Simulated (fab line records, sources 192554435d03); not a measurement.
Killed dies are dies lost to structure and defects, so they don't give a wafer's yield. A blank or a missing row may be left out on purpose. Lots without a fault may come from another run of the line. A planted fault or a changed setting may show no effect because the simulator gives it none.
Which tool did it? | flow n5_finfet | 24 lots, 72 wafers sampled, at 6 steps of a route of 1938

WHAT THE GAUGES READ, wafer by wafer
The record holds no reading of a measuring or inspecting step that can be judged against a usual standard deviation.

WHICH TOOL RAN EACH LOT (tool, then ch and the chambers of the sampled wafers, then the start)
lot  | N5_BEOL_M2_PECVD_72             | N5_BEOL_M2_ETCH_77                 | N5_BEOL_M2_STRIP_36                | N5_BEOL_M2_ALD_84                   | N5_BEOL_M2_ANNEAL_87         | N5_BEOL_M2_SPUTTER_96
L074 | pecvd-01 ch 0,1,2, day 6 13:16  | rie_diel-06 ch 0,1,2, day 6 16:44  | rie_diel-06 ch 0,1,3, day 6 18:57  | ald_metal-01 ch 1,2,3, day 6 19:58  | pvd_sputter-02, day 6 21:31  | pvd_sputter-02, day 6 22:32
L075 | pecvd-04 ch 0,2, day 6 21:08    | rie_diel-01 ch 1,2,3, day 7 00:15  | rie_diel-01 ch 1,3, day 7 02:07    | ald_metal-03 ch 0,1,3, day 7 03:04  | pvd_sputter-03, day 7 06:28  | pvd_sputter-03, day 7 07:29
L076 | pecvd-01 ch 1,2, day 6 22:56    | rie_diel-01 ch 1,2, day 7 01:16    | rie_diel-06 ch 0,2,3, day 7 02:09  | ald_metal-04 ch 0,2,3, day 7 03:08  | pvd_sputter-03, day 7 04:37  | pvd_sputter-03, day 7 05:38
L078 | pecvd-02 ch 0,1,2, day 7 12:08  | rie_diel-01 ch 0,1,3, day 7 14:42  | rie_diel-01 ch 0,1,2, day 7 16:17  | ald_metal-04 ch 1,2,3, day 7 16:52  | pvd_sputter-01, day 7 18:14  | pvd_sputter-01, day 7 19:21
L077 | pecvd-01 ch 0,2, day 7 12:32    | rie_diel-01 ch 0,1, day 7 15:08    | rie_diel-04 ch 1,2, day 7 16:19    | ald_metal-03 ch 2,3, day 7 16:57    | pvd_sputter-03, day 7 18:12  | pvd_sputter-03, day 7 19:13
L079 | pecvd-04 ch 0,1,2, day 7 23:53  | rie_diel-01 ch 1,2,3, day 8 02:03  | rie_diel-04 ch 0,1,2, day 8 04:10  | ald_metal-01 ch 0,1,2, day 8 05:10  | pvd_sputter-01, day 8 06:30  | pvd_sputter-01, day 8 07:42
L080 | pecvd-02 ch 1,2, day 8 01:04    | rie_diel-06 ch 0,2,3, day 8 04:21  | rie_diel-06 ch 2,3, day 8 08:13    | ald_metal-03 ch 0,2,3, day 8 08:45  | pvd_sputter-03, day 8 10:02  | pvd_sputter-03, day 8 11:04
L081 | pecvd-01 ch 1,2, day 8 03:09    | rie_diel-01 ch 0,3, day 8 05:20    | rie_diel-04 ch 1,3, day 8 08:57    | ald_metal-04 ch 0,3, day 8 10:01    | pvd_sputter-02, day 8 11:37  | pvd_sputter-02, day 8 12:38
L082 | pecvd-02 ch 0,1,2, day 8 15:34  | rie_diel-06 ch 0,2,3, day 8 17:29  | rie_diel-04 ch 0,2, day 8 23:00    | ald_metal-04 ch 0,1,3, day 8 23:41  | pvd_sputter-01, day 9 01:09  | pvd_sputter-01, day 9 02:10
L083 | pecvd-01 ch 0,1, day 8 18:52    | rie_diel-06 ch 0,2, day 8 20:56    | rie_diel-06 ch 0,3, day 9 07:56    | ald_metal-01 ch 0,1,2, day 9 08:56  | pvd_sputter-01, day 9 10:11  | pvd_sputter-01, day 9 11:13
L084 | pecvd-02 ch 0,2, day 9 00:41    | rie_diel-04 ch 2,3, day 9 03:52    | rie_diel-04 ch 0,1, day 9 08:04    | ald_metal-03 ch 1,2,3, day 9 08:58  | pvd_sputter-02, day 9 10:12  | pvd_sputter-02, day 9 11:13
L085 | pecvd-01 ch 0,1,2, day 9 12:17  | rie_diel-01 ch 1,2,3, day 9 16:25  | rie_diel-04 ch 1,2,3, day 9 17:47  | ald_metal-03 ch 1,2,3, day 9 18:16  | pvd_sputter-01, day 9 20:01  | pvd_sputter-01, day 9 21:02
L086 | pecvd-01 ch 1,2, day 9 15:35    | rie_diel-01 ch 1,2, day 9 17:05    | rie_diel-04 ch 1,2,3, day 9 20:35  | ald_metal-01 ch 1,2,3, day 9 21:28  | pvd_sputter-01, day 9 22:42  | pvd_sputter-01, day 9 23:43
L087 | pecvd-02 ch 0,1, day 9 18:50    | rie_diel-06 ch 1,2,3, day 9 22:47  | rie_diel-01 ch 1,2,3, day 10 01:50 | ald_metal-01 ch 1,2, day 10 02:58   | pvd_sputter-01, day 10 04:14 | pvd_sputter-01, day 10 05:16
L088 | pecvd-04 ch 1,2, day 9 21:11    | rie_diel-06 ch 0,2,3, day 9 23:23  | rie_diel-01 ch 1,2,3, day 10 02:32 | ald_metal-01 ch 0,1,2, day 10 03:30 | pvd_sputter-02, day 10 04:49 | pvd_sputter-02, day 10 05:50
L089 | pecvd-01 ch 0,2, day 10 07:14   | rie_diel-01 ch 0,2, day 10 11:46   | rie_diel-01 ch 0,2, day 10 13:10   | ald_metal-03 ch 0,1,3, day 10 13:43 | pvd_sputter-03, day 10 15:11 | pvd_sputter-03, day 10 16:12
L091 | pecvd-01 ch 1,2, day 10 14:12   | rie_diel-01 ch 0,3, day 10 15:42   | rie_diel-01 ch 0,3, day 10 20:01   | ald_metal-01 ch 2,3, day 10 20:43   | pvd_sputter-01, day 10 22:00 | pvd_sputter-01, day 10 23:01
L090 | pecvd-02 ch 0,2, day 10 17:24   | rie_diel-04 ch 0,2,3, day 10 19:22 | rie_diel-04 ch 0,1,3, day 11 08:25 | ald_metal-04 ch 1,2,3, day 11 09:03 | pvd_sputter-03, day 11 10:25 | pvd_sputter-03, day 11 11:26
L092 | pecvd-04 ch 0,1,2, day 11 05:15 | rie_diel-01 ch 0,2,3, day 11 09:12 | rie_diel-06 ch 0,2,3, day 11 11:23 | ald_metal-01 ch 0,1,3, day 11 12:13 | pvd_sputter-01, day 11 13:33 | pvd_sputter-01, day 11 14:34
L093 | pecvd-01 ch 0,1, day 11 08:14   | rie_diel-04 ch 0,1,3, day 11 10:06 | rie_diel-01 ch 1,2,3, day 11 16:28 | ald_metal-03 ch 1,2,3, day 11 17:13 | pvd_sputter-01, day 11 18:44 | pvd_sputter-01, day 11 19:45
L094 | pecvd-04 ch 0,2, day 11 12:29   | rie_diel-01 ch 0,1,2, day 11 14:13 | rie_diel-04 ch 0,1,2, day 11 16:32 | ald_metal-01 ch 0,2, day 11 17:50   | pvd_sputter-02, day 11 19:05 | pvd_sputter-02, day 11 20:06
L095 | pecvd-04 ch 0,1,2, day 11 21:06 | rie_diel-01 ch 0,1,2, day 11 23:02 | rie_diel-06 ch 2,3, day 12 02:32   | ald_metal-04 ch 0,3, day 12 03:15   | pvd_sputter-03, day 12 04:47 | pvd_sputter-03, day 12 05:48
L096 | pecvd-02 ch 1,2, day 12 00:53   | rie_diel-06 ch 0,2,3, day 12 04:19 | rie_diel-01 ch 0,2, day 12 05:44   | ald_metal-01 ch 2,3, day 12 06:26   | pvd_sputter-02, day 12 07:46 | pvd_sputter-02, day 12 08:47
L097 | pecvd-02 ch 1,2, day 12 04:18   | rie_diel-04 ch 1,2,3, day 12 07:50 | rie_diel-04 ch 1,3, day 12 09:31   | ald_metal-04 ch 0,1,3, day 12 10:17 | pvd_sputter-03, day 12 11:29 | pvd_sputter-03, day 12 12:31
- N5_BEOL_M2_PECVD_72: deposits SiO2 from TEOS/O2, target thk 16 nm, time 18 s.
- N5_BEOL_M2_ETCH_77: etches underlayer in N2/H2, target depth 6.5 nm, time 5.2 s.
- N5_BEOL_M2_STRIP_36: strips in N2/H2.
- N5_BEOL_M2_ALD_84: deposits TaN, pulse time 2 s, purge time 3 s, co reactant purge time 2 s.
- N5_BEOL_M2_ANNEAL_87: time 240 s.
- N5_BEOL_M2_SPUTTER_96: material Cu, target thk 4.5 nm, time 8.29 s.

WHAT THE TOOLS THEMSELVES READ (means of the sampled wafers that have a number; where no wafer has one, the mark that the record gives instead)
N5_BEOL_M2_PECVD_72. Usual: heater_power_w 724 W, standard deviation 120; rf_fwd_power_W 444.4 W, standard deviation 2; showerhead_plenum_p_Torr 8.81 Torr, standard deviation 0.046; throttle_valve_pct 22.3 %, standard deviation 1.1.
lot  | tool     | heater_power_w (W) | rf_fwd_power_W (W) | showerhead_plenum_p_Torr (Torr) | throttle_valve_pct (%) | flag
L074 | pecvd-01 | 660                | 443.9              | 8.83                            | 21.9                   |
L075 | pecvd-04 | 647                | 444.6              | 8.81                            | 21.2                   |
L076 | pecvd-01 | 737                | 442.4              | 8.85                            | 22.0                   |
L078 | pecvd-02 | 735                | 443.2              | 8.77                            | 23.5                   |
L077 | pecvd-01 | 647                | 446.7              | 8.84                            | 21.6                   |
L079 | pecvd-04 | 750                | 446.3              | 8.82                            | 21.8                   |
L080 | pecvd-02 | 860                | 443.4              | 8.77                            | 23.6                   |
L081 | pecvd-01 | 689                | 443.5              | 8.85                            | 22.1                   |
L082 | pecvd-02 | 757                | 443.5              | 8.75                            | 23.5                   |
L083 | pecvd-01 | 597                | 443.3              | 8.83                            | 22.0                   |
L084 | pecvd-02 | 812                | 444.2              | 8.74                            | 23.5                   |
L085 | pecvd-01 | 662                | 445.3              | 8.85                            | 21.8                   |
L086 | pecvd-01 | 725                | 443.8              | 8.85                            | 22.1                   |
L087 | pecvd-02 | 695                | 445.3              | 8.80                            | 23.7                   |
L088 | pecvd-04 | 672                | 445.3              | 8.77                            | 21.7                   |
L089 | pecvd-01 | 769                | 445.7              | 8.84                            | 21.7                   |
L091 | pecvd-01 | 698                | 444.4              | 8.85                            | 22.1                   |
L090 | pecvd-02 | 841                | 444.2              | 8.73                            | 21.2                   |
L092 | pecvd-04 | 694                | 446.6              | 8.81                            | 22.0                   |
L093 | pecvd-01 | 647                | 444.4              | 8.83                            | 21.9                   |
L094 | pecvd-04 | 560                | 444.4              | 8.80                            | 21.0                   |
L095 | pecvd-04 | 727                | 443.4              | 8.82                            | 21.9                   |
L096 | pecvd-02 | 797                | 444.5              | 8.78                            | 22.8                   |
L097 | pecvd-02 | 926                | 445.0              | 8.75                            | 21.4                   |

N5_BEOL_M2_ETCH_77. Usual: drypump_motor_current_A 5.6 A, standard deviation 0.52; etch_rf_on_time_s 5.19 s, standard deviation 0.07; oes_product_au 0.70 a.u., standard deviation 0.084; rf_fwd_power_W 819.5 W, standard deviation 2.7; rf_vpp_V 524.1 V, standard deviation 2.6; showerhead_plenum_p_Torr 2.56 Torr, standard deviation 0.073; throttle_valve_pct 17.80 %, standard deviation 0.17.
lot  | tool        | drypump_motor_current_A (A) | etch_rf_on_time_s (s) | oes_product_au (a.u.) | rf_fwd_power_W (W) | rf_vpp_V (V) | showerhead_plenum_p_Torr (Torr) | throttle_valve_pct (%) | flag
L074 | rie_diel-06 | 5.4                         | 5.18                  | 0.62                  | 819.5              | 525.1        | 2.56                            | 17.98                  |
L075 | rie_diel-01 | 5.4                         | 5.19                  | 0.75                  | 819.6              | 523.1        | 2.55                            | 17.64                  |
L076 | rie_diel-01 | 5.1                         | 5.16                  | 0.75                  | 821.5              | 522.8        | 2.51                            | 17.59                  |
L078 | rie_diel-01 | 5.3                         | 5.16                  | 0.80                  | 821.8              | 525.0        | 2.57                            | 17.74                  |
L077 | rie_diel-01 | 5.2                         | 5.11                  | 0.82                  | 822.1              | 525.3        | 2.58                            | 17.85                  |
L079 | rie_diel-01 | 5.4                         | 5.26                  | 0.73                  | 819.0              | 523.8        | 2.54                            | 17.66                  |
L080 | rie_diel-06 | 5.9                         | 5.26                  | 0.70                  | 822.3              | 525.1        | 2.60                            | 17.80                  |
L081 | rie_diel-01 | 5.7                         | 5.21                  | 0.78                  | 819.0              | 525.2        | 2.60                            | 17.80                  |
L082 | rie_diel-06 | 5.9                         | 5.23                  | 0.70                  | 821.3              | 525.8        | 2.60                            | 17.81                  |
L083 | rie_diel-06 | 5.4                         | 5.18                  | 0.75                  | 820.1              | 523.7        | 2.55                            | 17.71                  |
L084 | rie_diel-04 | 6.2                         | 5.11                  | 0.74                  | 816.0              | 526.3        | 2.62                            | 17.79                  |
L085 | rie_diel-01 | 5.4                         | 5.22                  | 0.71                  | 818.1              | 523.1        | 2.54                            | 17.69                  |
L086 | rie_diel-01 | 5.3                         | 5.21                  | 0.65                  | 815.7              | 523.2        | 2.52                            | 17.70                  |
L087 | rie_diel-06 | 5.8                         | 5.22                  | 0.66                  | 818.9              | 523.6        | 2.54                            | 17.82                  |
L088 | rie_diel-06 | 5.9                         | 5.25                  | 0.67                  | 820.1              | 524.0        | 2.59                            | 17.84                  |
L089 | rie_diel-01 | 5.4                         | 5.21                  | 0.67                  | 816.8              | 524.7        | 2.55                            | 17.86                  |
L091 | rie_diel-01 | 5.5                         | 5.16                  | 0.77                  | 820.9              | 525.6        | 2.60                            | 17.95                  |
L090 | rie_diel-04 | 5.9                         | 5.10                  | 0.74                  | 819.1              | 524.1        | 2.54                            | 17.83                  |
L092 | rie_diel-01 | 5.5                         | 5.18                  | 0.70                  | 820.7              | 524.3        | 2.57                            | 17.87                  |
L093 | rie_diel-04 | 5.6                         | 5.20                  | 0.66                  | 818.2              | 521.1        | 2.47                            | 17.90                  |
L094 | rie_diel-01 | 5.3                         | 5.12                  | 0.70                  | 817.4              | 523.3        | 2.53                            | 17.82                  |
L095 | rie_diel-01 | 5.2                         | 5.14                  | 0.70                  | 821.9              | 524.0        | 2.53                            | 17.82                  |
L096 | rie_diel-06 | 5.9                         | 5.21                  | 0.66                  | 818.6              | 523.5        | 2.59                            | 17.86                  |
L097 | rie_diel-04 | 5.9                         | 5.12                  | 0.65                  | 819.3              | 524.3        | 2.53                            | 17.88                  |

N5_BEOL_M2_STRIP_36. Usual: drypump_motor_current_A 5.7 A, standard deviation 0.51; oes_product_au 0.80 a.u., standard deviation 0.1; rf_vpp_V 59.3 V, standard deviation 1.4; showerhead_plenum_p_Torr 2.55 Torr, standard deviation 0.089; throttle_valve_pct 23.65 %, standard deviation 0.21.
lot  | tool        | drypump_motor_current_A (A) | oes_product_au (a.u.) | rf_vpp_V (V) | showerhead_plenum_p_Torr (Torr) | throttle_valve_pct (%) | flag
L074 | rie_diel-06 | 5.9                         | 0.74                  | 60.2         | 2.60                            | 23.61                  |
L075 | rie_diel-01 | 5.2                         | 0.94                  | 59.3         | 2.53                            | 23.38                  |
L076 | rie_diel-06 | 5.9                         | 0.74                  | 59.0         | 2.60                            | 23.63                  |
L078 | rie_diel-01 | 5.2                         | 0.88                  | 58.4         | 2.54                            | 23.62                  |
L077 | rie_diel-04 | 5.9                         | 0.79                  | 59.0         | 2.59                            | 23.83                  |
L079 | rie_diel-04 | 5.9                         | 0.78                  | 58.6         | 2.58                            | 23.89                  |
L080 | rie_diel-06 | 6.3                         | 0.82                  | 59.8         | 2.59                            | 23.45                  |
L081 | rie_diel-04 | 5.6                         | 0.71                  | 58.9         | 2.48                            | 23.71                  |
L082 | rie_diel-04 | 5.9                         | 0.78                  | 60.3         | 2.57                            | 23.95                  |
L083 | rie_diel-06 | 5.9                         | 0.74                  | 58.8         | 2.64                            | 23.65                  |
L084 | rie_diel-04 | 5.6                         | 0.69                  | 58.9         | 2.50                            | 24.00                  |
L085 | rie_diel-04 | 5.9                         | 0.78                  | 59.7         | 2.54                            | 23.69                  |
L086 | rie_diel-04 | 5.9                         | 0.78                  | 59.1         | 2.54                            | 23.69                  |
L087 | rie_diel-01 | 5.4                         | 0.83                  | 58.4         | 2.53                            | 23.48                  |
L088 | rie_diel-01 | 5.4                         | 0.82                  | 58.5         | 2.53                            | 23.47                  |
L089 | rie_diel-01 | 5.5                         | 0.78                  | 59.9         | 2.55                            | 23.67                  |
L091 | rie_diel-01 | 5.7                         | 0.88                  | 59.1         | 2.59                            | 23.63                  |
L090 | rie_diel-04 | 5.6                         | 0.78                  | 58.2         | 2.47                            | 23.71                  |
L092 | rie_diel-06 | 5.9                         | 0.78                  | 59.8         | 2.59                            | 23.56                  |
L093 | rie_diel-01 | 5.4                         | 0.80                  | 58.9         | 2.52                            | 23.50                  |
L094 | rie_diel-04 | 5.9                         | 0.83                  | 58.8         | 2.57                            | 23.83                  |
L095 | rie_diel-06 | 5.9                         | 0.83                  | 60.5         | 2.53                            | 23.43                  |
L096 | rie_diel-01 | 5.4                         | 0.76                  | 58.5         | 2.54                            | 23.69                  |
L097 | rie_diel-04 | 5.6                         | 0.68                  | 60.0         | 2.47                            | 23.76                  |

N5_BEOL_M2_ALD_84. Usual: heater_power_w 436 W, standard deviation 48.
lot  | tool         | heater_power_w (W) | flag
L074 | ald_metal-01 | 473                |
L075 | ald_metal-03 | 416                |
L076 | ald_metal-04 | 406                |
L078 | ald_metal-04 | 442                |
L077 | ald_metal-03 | 436                |
L079 | ald_metal-01 | 455                |
L080 | ald_metal-03 | 414                |
L081 | ald_metal-04 | 388                |
L082 | ald_metal-04 | 423                |
L083 | ald_metal-01 | 457                |
L084 | ald_metal-03 | 432                |
L085 | ald_metal-03 | 430                |
L086 | ald_metal-01 | 468                |
L087 | ald_metal-01 | 479                |
L088 | ald_metal-01 | 454                |
L089 | ald_metal-03 | 415                |
L091 | ald_metal-01 | 464                |
L090 | ald_metal-04 | 435                |
L092 | ald_metal-01 | 426                |
L093 | ald_metal-03 | 428                |
L094 | ald_metal-01 | 483                |
L095 | ald_metal-04 | 386                |
L096 | ald_metal-01 | 464                |
L097 | ald_metal-04 | 422                |

N5_BEOL_M2_ANNEAL_87. Usual: heater_power_w 866 W, standard deviation 120.
lot  | tool           | heater_power_w (W) | flag
L074 | pvd_sputter-02 | 904                |
L075 | pvd_sputter-03 | 938                |
L076 | pvd_sputter-03 | 929                |
L078 | pvd_sputter-01 | 875                |
L077 | pvd_sputter-03 | 807                |
L079 | pvd_sputter-01 | 801                |
L080 | pvd_sputter-03 | 931                |
L081 | pvd_sputter-02 | 860                |
L082 | pvd_sputter-01 | 868                |
L083 | pvd_sputter-01 | 873                |
L084 | pvd_sputter-02 | 853                |
L085 | pvd_sputter-01 | 833                |
L086 | pvd_sputter-01 | 825                |
L087 | pvd_sputter-01 | 869                |
L088 | pvd_sputter-02 | 893                |
L089 | pvd_sputter-03 | 916                |
L091 | pvd_sputter-01 | 814                |
L090 | pvd_sputter-03 | 1067               |
L092 | pvd_sputter-01 | 876                |
L093 | pvd_sputter-01 | 805                |
L094 | pvd_sputter-02 | 892                |
L095 | pvd_sputter-03 | 797                |
L096 | pvd_sputter-02 | 841                |
L097 | pvd_sputter-03 | 1031               |

N5_BEOL_M2_SPUTTER_96. Usual: throttle_valve_pct 29.9 %, standard deviation 1.
lot  | tool           | throttle_valve_pct (%) | flag
L074 | pvd_sputter-02 | 30.3                   |
L075 | pvd_sputter-03 | 29.6                   |
L076 | pvd_sputter-03 | 28.9                   |
L078 | pvd_sputter-01 | 30.4                   |
L077 | pvd_sputter-03 | 30.3                   |
L079 | pvd_sputter-01 | 30.1                   |
L080 | pvd_sputter-03 | 28.8                   |
L081 | pvd_sputter-02 | 30.3                   |
L082 | pvd_sputter-01 | 30.0                   |
L083 | pvd_sputter-01 | 30.4                   |
L084 | pvd_sputter-02 | 28.8                   |
L085 | pvd_sputter-01 | 30.5                   |
L086 | pvd_sputter-01 | 30.4                   |
L087 | pvd_sputter-01 | 30.4                   |
L088 | pvd_sputter-02 | 30.3                   |
L089 | pvd_sputter-03 | 30.9                   |
L091 | pvd_sputter-01 | 30.2                   |
L090 | pvd_sputter-03 | 29.1                   |
L092 | pvd_sputter-01 | 30.7                   |
L093 | pvd_sputter-01 | 30.1                   |
L094 | pvd_sputter-02 | 30.4                   |
L095 | pvd_sputter-03 | 29.4                   |
L096 | pvd_sputter-02 | 28.8                   |
L097 | pvd_sputter-03 | 30.2                   |

THE ANSWER, worked out from the rows above alone
Rule: a lot is off if the mean of its wafers that have a number lies more than 3 standard deviations from the usual mean. A lot without any number at a reading at which 4 lots or more have one is off too. The other lots that the step has rows for count as sound. The gauges are gone through in route order, then the tools' own readings, and for those a lot's mean is taken as printed above. The first step at which some lot is off is used, and at that step the reading that is off furthest; a lot without a number counts as furthest.
No lot is off at any reading shown: from this, nothing can be told.

WHAT THE SIMULATOR HAD PUT IN
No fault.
